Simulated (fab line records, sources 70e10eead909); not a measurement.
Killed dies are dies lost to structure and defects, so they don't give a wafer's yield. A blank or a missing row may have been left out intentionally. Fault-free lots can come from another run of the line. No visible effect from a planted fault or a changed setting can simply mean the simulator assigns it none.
The tool behind it: which one? :: flow nand_harc :: 12 lots with 35 wafers sampled at 5 steps, on a route of 1302 steps

WHAT THE GAUGES SHOWED, per wafer
NHARC_A_CHANNEL_FILL_D2_INSPECT_13.
lot: L974
measured: day 15 16:56
on: defect_inspect-02
raw_defect_count: 478 419 275

lot: L975
measured: day 16 04:44
on: defect_inspect-02
raw_defect_count: 452 311 306

lot: L977
measured: day 17 00:36
on: defect_inspect-02
raw_defect_count: 538 376 401

lot: L978
measured: day 17 00:37
on: defect_inspect-02
raw_defect_count: 489 499 505

lot: L980
measured: day 17 13:08
on: defect_inspect-02
raw_defect_count: 363 430 297

lot: L981
measured: day 18 08:07
on: defect_inspect-02
raw_defect_count: 415 416 214

lot: L988
measured: day 21 11:45
on: defect_inspect-02
raw_defect_count: 251 361 607

lot: L989
measured: day 21 11:55
on: defect_inspect-02
raw_defect_count: 238 234

lot: L990
measured: day 22 08:58
on: defect_inspect-02
raw_defect_count: 323 238 293

lot: L992
measured: day 23 09:15
on: defect_inspect-01
raw_defect_count: 389 409 347

lot: L993
measured: day 23 13:53
on: defect_inspect-02
raw_defect_count: 345 275 296

lot: L996
measured: day 24 16:55
on: defect_inspect-02
raw_defect_count: 747 358 538

NHARC_END_SORT_01.
lot: L988
measured: day 30 05:01
on: prober-02
killed_at_array: 67
killed_at_other: 0
killed_at_periphery: 4
killed_dies: 71
killed_open: 5
killed_short: 5

EACH LOT AND THE TOOL THAT RAN IT (in order: tool; ch and the chambers of the sampled wafers; start)
lot: L974
NHARC_A_STAIRCASE_DESCUM_168: rie_diel-09 ch 0,1,2, day 15 18:12
NHARC_A_STAIRCASE_TRIM_12: rie_diel-02 ch 0,1,2, day 15 20:11
NHARC_A_STAIRCASE_TRIM_20: rie_diel-02 ch 0,2,3, day 15 21:15

lot: L975
NHARC_A_STAIRCASE_DESCUM_168: rie_diel-09 ch 0,1, day 16 05:53
NHARC_A_STAIRCASE_TRIM_12: rie_diel-02 ch 0,1,3, day 16 08:01
NHARC_A_STAIRCASE_TRIM_20: rie_diel-09 ch 1,2,3, day 16 09:19

lot: L977
NHARC_A_STAIRCASE_DESCUM_168: rie_diel-09 ch 1,2, day 17 01:49
NHARC_A_STAIRCASE_TRIM_12: rie_diel-02 ch 0,1,3, day 17 03:55
NHARC_A_STAIRCASE_TRIM_20: rie_diel-02 ch 2,3, day 17 05:01

lot: L978
NHARC_A_STAIRCASE_DESCUM_168: rie_diel-08 ch 0,3, day 17 01:40
NHARC_A_STAIRCASE_TRIM_12: rie_diel-08 ch 1,2,3, day 17 03:49
NHARC_A_STAIRCASE_TRIM_20: rie_diel-08 ch 1,2,3, day 17 05:10

lot: L980
NHARC_A_STAIRCASE_DESCUM_168: rie_diel-09 ch 0,2,3, day 17 14:20
NHARC_A_STAIRCASE_TRIM_12: rie_diel-08 ch 1,3, day 17 16:42
NHARC_A_STAIRCASE_TRIM_20: rie_diel-08 ch 0,2, day 17 18:28

lot: L981
NHARC_A_STAIRCASE_DESCUM_168: rie_diel-09 ch 0,1,2, day 18 09:20
NHARC_A_STAIRCASE_TRIM_12: rie_diel-09 ch 2,3, day 18 11:14
NHARC_A_STAIRCASE_TRIM_20: rie_diel-02 ch 1,2, day 18 15:03

lot: L988
NHARC_A_STAIRCASE_DESCUM_168: rie_diel-09 ch 0,2,3, day 21 12:49
NHARC_A_STAIRCASE_TRIM_12: rie_diel-08 ch 1,2, day 21 14:51
NHARC_A_STAIRCASE_TRIM_20: rie_diel-02 ch 1,2, day 21 16:00

lot: L989
NHARC_A_STAIRCASE_DESCUM_168: rie_diel-09 ch 1,3, day 21 12:58
NHARC_A_STAIRCASE_TRIM_12: rie_diel-08 ch 0,1, day 21 14:56
NHARC_A_STAIRCASE_TRIM_20: rie_diel-08 ch 0,2, day 21 16:05

lot: L990
NHARC_A_STAIRCASE_DESCUM_168: rie_diel-08 ch 0,1,3, day 22 09:53
NHARC_A_STAIRCASE_TRIM_12: rie_diel-08 ch 0,1,2, day 22 11:49
NHARC_A_STAIRCASE_TRIM_20: rie_diel-02 ch 0,2,3, day 22 12:49

lot: L992
NHARC_A_STAIRCASE_DESCUM_168: rie_diel-09 ch 0,1,3, day 23 10:18
NHARC_A_STAIRCASE_TRIM_12: rie_diel-09 ch 0,3, day 23 12:07
NHARC_A_STAIRCASE_TRIM_20: rie_diel-08 ch 0,1,2, day 23 13:18

lot: L993
NHARC_A_STAIRCASE_DESCUM_168: rie_diel-08 ch 1,2,3, day 23 14:57
NHARC_A_STAIRCASE_TRIM_12: rie_diel-09 ch 0,3, day 23 16:58
NHARC_A_STAIRCASE_TRIM_20: rie_diel-02 ch 0,1, day 23 18:10

lot: L996
NHARC_A_STAIRCASE_DESCUM_168: rie_diel-09 ch 0,2,3, day 24 18:06
NHARC_A_STAIRCASE_TRIM_12: rie_diel-09 ch 0,2,3, day 24 23:58
NHARC_A_STAIRCASE_TRIM_20: rie_diel-08 ch 2,3, day 25 01:55
- NHARC_A_STAIRCASE_DESCUM_168: chemistry O2, time 3 s.
- NHARC_A_STAIRCASE_TRIM_12: chemistry O2, time 211.2 s.
- NHARC_A_STAIRCASE_TRIM_20: chemistry O2, time 211.2 s.

AS READ BY THE TOOLS THEMSELVES (means over the sampled wafers that have a number; for cases with no such wafer, the mark the record gives instead)
NHARC_A_STAIRCASE_DESCUM_168.
lot: L974
tool: rie_diel-09
drypump_motor_current_A (A): 5.8
oes_product_au (a.u.): 0.994
rf_vpp_V (V): 57.7
showerhead_plenum_p_Torr (Torr): 1.90
throttle_valve_pct (%): 11.314

lot: L975
tool: rie_diel-09
drypump_motor_current_A (A): 6.1
oes_product_au (a.u.): 0.995
rf_vpp_V (V): 58.2
showerhead_plenum_p_Torr (Torr): 1.99
throttle_valve_pct (%): 11.315

lot: L977
tool: rie_diel-09
drypump_motor_current_A (A): 5.8
oes_product_au (a.u.): 0.989
rf_vpp_V (V): 57.4
showerhead_plenum_p_Torr (Torr): 1.85
throttle_valve_pct (%): 11.313

lot: L978
tool: rie_diel-08
drypump_motor_current_A (A): 5.1
oes_product_au (a.u.): 1.003
rf_vpp_V (V): 57.8
showerhead_plenum_p_Torr (Torr): 1.88
throttle_valve_pct (%): 11.311

lot: L980
tool: rie_diel-09
drypump_motor_current_A (A): 5.3
oes_product_au (a.u.): 0.992
rf_vpp_V (V): 57.5
showerhead_plenum_p_Torr (Torr): 1.91
throttle_valve_pct (%): 11.317

lot: L981
tool: rie_diel-09
drypump_motor_current_A (A): 5.8
oes_product_au (a.u.): 0.984
rf_vpp_V (V): 58.6
showerhead_plenum_p_Torr (Torr): 1.90
throttle_valve_pct (%): 11.317

lot: L988
tool: rie_diel-09
drypump_motor_current_A (A): 5.3
oes_product_au (a.u.): 0.996
rf_vpp_V (V): 56.7
showerhead_plenum_p_Torr (Torr): 1.90
throttle_valve_pct (%): 11.315

lot: L989
tool: rie_diel-09
drypump_motor_current_A (A): 5.5
oes_product_au (a.u.): 0.995
rf_vpp_V (V): 58.0
showerhead_plenum_p_Torr (Torr): 1.90
throttle_valve_pct (%): 11.308

lot: L990
tool: rie_diel-08
drypump_motor_current_A (A): 5.3
oes_product_au (a.u.): 1.000
rf_vpp_V (V): 58.2
showerhead_plenum_p_Torr (Torr): 1.92
throttle_valve_pct (%): 11.303

lot: L992
tool: rie_diel-09
drypump_motor_current_A (A): 5.7
oes_product_au (a.u.): 0.995
rf_vpp_V (V): 57.5
showerhead_plenum_p_Torr (Torr): 1.94
throttle_valve_pct (%): 11.316

lot: L993
tool: rie_diel-08
drypump_motor_current_A (A): 5.3
oes_product_au (a.u.): 1.003
rf_vpp_V (V): 57.8
showerhead_plenum_p_Torr (Torr): 1.94
throttle_valve_pct (%): 11.309

lot: L996
tool: rie_diel-09
drypump_motor_current_A (A): 5.3
oes_product_au (a.u.): 0.994
rf_vpp_V (V): 57.4
showerhead_plenum_p_Torr (Torr): 1.99
throttle_valve_pct (%): 11.319

NHARC_A_STAIRCASE_TRIM_12.
lot: L974
tool: rie_diel-02
drypump_motor_current_A (A): 6.2
oes_product_au (a.u.): 0.999
rf_vpp_V (V): 57.8
showerhead_plenum_p_Torr (Torr): 3.65
throttle_valve_pct (%): 17.034

lot: L975
tool: rie_diel-02
drypump_motor_current_A (A): 6.0
oes_product_au (a.u.): 1.002
rf_vpp_V (V): 57.7
showerhead_plenum_p_Torr (Torr): 3.58
throttle_valve_pct (%): 17.031

lot: L977
tool: rie_diel-02
drypump_motor_current_A (A): 6.0
oes_product_au (a.u.): 1.002
rf_vpp_V (V): 57.8
showerhead_plenum_p_Torr (Torr): 3.58
throttle_valve_pct (%): 17.040

lot: L978
tool: rie_diel-08
drypump_motor_current_A (A): 5.3
oes_product_au (a.u.): 0.999
rf_vpp_V (V): 58.3
showerhead_plenum_p_Torr (Torr): 3.60
throttle_valve_pct (%): 17.036

lot: L980
tool: rie_diel-08
drypump_motor_current_A (A): 5.4
oes_product_au (a.u.): 1.010
rf_vpp_V (V): 58.6
showerhead_plenum_p_Torr (Torr): 3.68
throttle_valve_pct (%): 17.036

lot: L981
tool: rie_diel-09
drypump_motor_current_A (A): 4.8
oes_product_au (a.u.): 0.996
rf_vpp_V (V): 58.2
showerhead_plenum_p_Torr (Torr): 3.45
throttle_valve_pct (%): 17.041

lot: L988
tool: rie_diel-08
drypump_motor_current_A (A): 5.6
oes_product_au (a.u.): 0.949
rf_vpp_V (V): 57.5
showerhead_plenum_p_Torr (Torr): 3.58
throttle_valve_pct (%): 17.041

lot: L989
tool: rie_diel-08
drypump_motor_current_A (A): 5.6
oes_product_au (a.u.): 0.917
rf_vpp_V (V): 57.7
showerhead_plenum_p_Torr (Torr): 3.58
throttle_valve_pct (%): 17.033

lot: L990
tool: rie_diel-08
drypump_motor_current_A (A): 5.6
oes_product_au (a.u.): 0.901
rf_vpp_V (V): 57.2
showerhead_plenum_p_Torr (Torr): 3.54
throttle_valve_pct (%): 17.046

lot: L992
tool: rie_diel-09
drypump_motor_current_A (A): 5.6
oes_product_au (a.u.): 1.006
rf_vpp_V (V): 57.4
showerhead_plenum_p_Torr (Torr): 3.65
throttle_valve_pct (%): 17.035

lot: L993
tool: rie_diel-09
drypump_motor_current_A (A): 5.2
oes_product_au (a.u.): 1.002
rf_vpp_V (V): 58.1
showerhead_plenum_p_Torr (Torr): 3.58
throttle_valve_pct (%): 17.036

lot: L996
tool: rie_diel-09
drypump_motor_current_A (A): 5.3
oes_product_au (a.u.): 1.002
rf_vpp_V (V): 57.9
showerhead_plenum_p_Torr (Torr): 3.67
throttle_valve_pct (%): 17.041

NHARC_A_STAIRCASE_TRIM_20.
lot: L974
tool: rie_diel-02
drypump_motor_current_A (A): 5.8
oes_product_au (a.u.): 1.000
rf_vpp_V (V): 57.8
showerhead_plenum_p_Torr (Torr): 3.58
throttle_valve_pct (%): 17.035

lot: L975
tool: rie_diel-09
drypump_motor_current_A (A): 5.3
oes_product_au (a.u.): 0.998
rf_vpp_V (V): 58.4
showerhead_plenum_p_Torr (Torr): 3.45
throttle_valve_pct (%): 17.032

lot: L977
tool: rie_diel-02
drypump_motor_current_A (A): 5.2
oes_product_au (a.u.): 1.002
rf_vpp_V (V): 57.9
showerhead_plenum_p_Torr (Torr): 3.46
throttle_valve_pct (%): 17.038

lot: L978
tool: rie_diel-08
drypump_motor_current_A (A): 5.3
oes_product_au (a.u.): 1.007
rf_vpp_V (V): 57.6
showerhead_plenum_p_Torr (Torr): 3.60
throttle_valve_pct (%): 17.025

lot: L980
tool: rie_diel-08
drypump_motor_current_A (A): 5.6
oes_product_au (a.u.): 1.005
rf_vpp_V (V): 57.5
showerhead_plenum_p_Torr (Torr): 3.44
throttle_valve_pct (%): 17.045

lot: L981
tool: rie_diel-02
drypump_motor_current_A (A): 6.1
oes_product_au (a.u.): 0.991
rf_vpp_V (V): 57.9
showerhead_plenum_p_Torr (Torr): 3.59
throttle_valve_pct (%): 17.045

lot: L988
tool: rie_diel-02
drypump_motor_current_A (A): 5.9
oes_product_au (a.u.): 0.985
rf_vpp_V (V): 58.0
showerhead_plenum_p_Torr (Torr): 3.58
throttle_valve_pct (%): 17.042

lot: L989
tool: rie_diel-08
drypump_motor_current_A (A): 5.5
oes_product_au (a.u.): 0.999
rf_vpp_V (V): 58.0
showerhead_plenum_p_Torr (Torr): 3.44
throttle_valve_pct (%): 17.037

lot: L990
tool: rie_diel-02
drypump_motor_current_A (A): 5.8
oes_product_au (a.u.): 1.007
rf_vpp_V (V): 58.3
showerhead_plenum_p_Torr (Torr): 3.56
throttle_valve_pct (%): 17.045

lot: L992
tool: rie_diel-08
drypump_motor_current_A (A): 5.6
oes_product_au (a.u.): 1.009
rf_vpp_V (V): 58.3
showerhead_plenum_p_Torr (Torr): 3.54
throttle_valve_pct (%): 17.036

lot: L993
tool: rie_diel-02
drypump_motor_current_A (A): 6.4
oes_product_au (a.u.): 0.994
rf_vpp_V (V): 58.1
showerhead_plenum_p_Torr (Torr): 3.62
throttle_valve_pct (%): 17.035

lot: L996
tool: rie_diel-08
drypump_motor_current_A (A): 5.1
oes_product_au (a.u.): 1.009
rf_vpp_V (V): 57.7
showerhead_plenum_p_Torr (Torr): 3.47
throttle_valve_pct (%): 17.033

THE ANSWER, worked out from the rows above alone
Rule: what is usual is taken from the lots themselves. The widest of any qualifying gaps counts: lots, ordered by their means at a reading, are off when they make up no more than a third of the lots, leave a main group of 4 or more, and stand apart from it by 3 or more times the standard deviation of that group's means. The tables above print the reading to a certain number of digits; a main group whose means all agree to those digits is not used. A lot without any number at a reading at which 4 lots or more have one is off too. Any other lot the step has rows for is counted as sound. Order of review: gauges by route order, followed by the tools' own readings, for which a lot's mean as printed above is used. The first step at which some lot is off is used, and at that step the reading that is off furthest; a lot without a number counts as furthest.
Off at NHARC_A_STAIRCASE_TRIM_12 (oes_product_au): L988, L989, L990. The main group: mean 1.002 a.u., standard deviation 0.0039.
A tool fits if, at that step or a process step before it, it ran every lot that is off, and no sound lot after the first of them. One candidate fits, namely rie_diel-08 at NHARC_A_STAIRCASE_TRIM_12. A fault onset in the window from L980 (day 17 16:42, its last sound lot) to L988 (day 21 14:51, its first lot off) fits.
The tool's own readings at NHARC_A_STAIRCASE_TRIM_12 bear it out: on the lots that are off they differ by more than 5 times the standard deviation of the sound lots' means. oes_product_au reads 0.922 a.u. there against 1.002 a.u. on the sound lots.

WHAT WAS PUT IN BY THE SIMULATOR
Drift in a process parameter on rie_diel-08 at NHARC_A_STAIRCASE_TRIM_12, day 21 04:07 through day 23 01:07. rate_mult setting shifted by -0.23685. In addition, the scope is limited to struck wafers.
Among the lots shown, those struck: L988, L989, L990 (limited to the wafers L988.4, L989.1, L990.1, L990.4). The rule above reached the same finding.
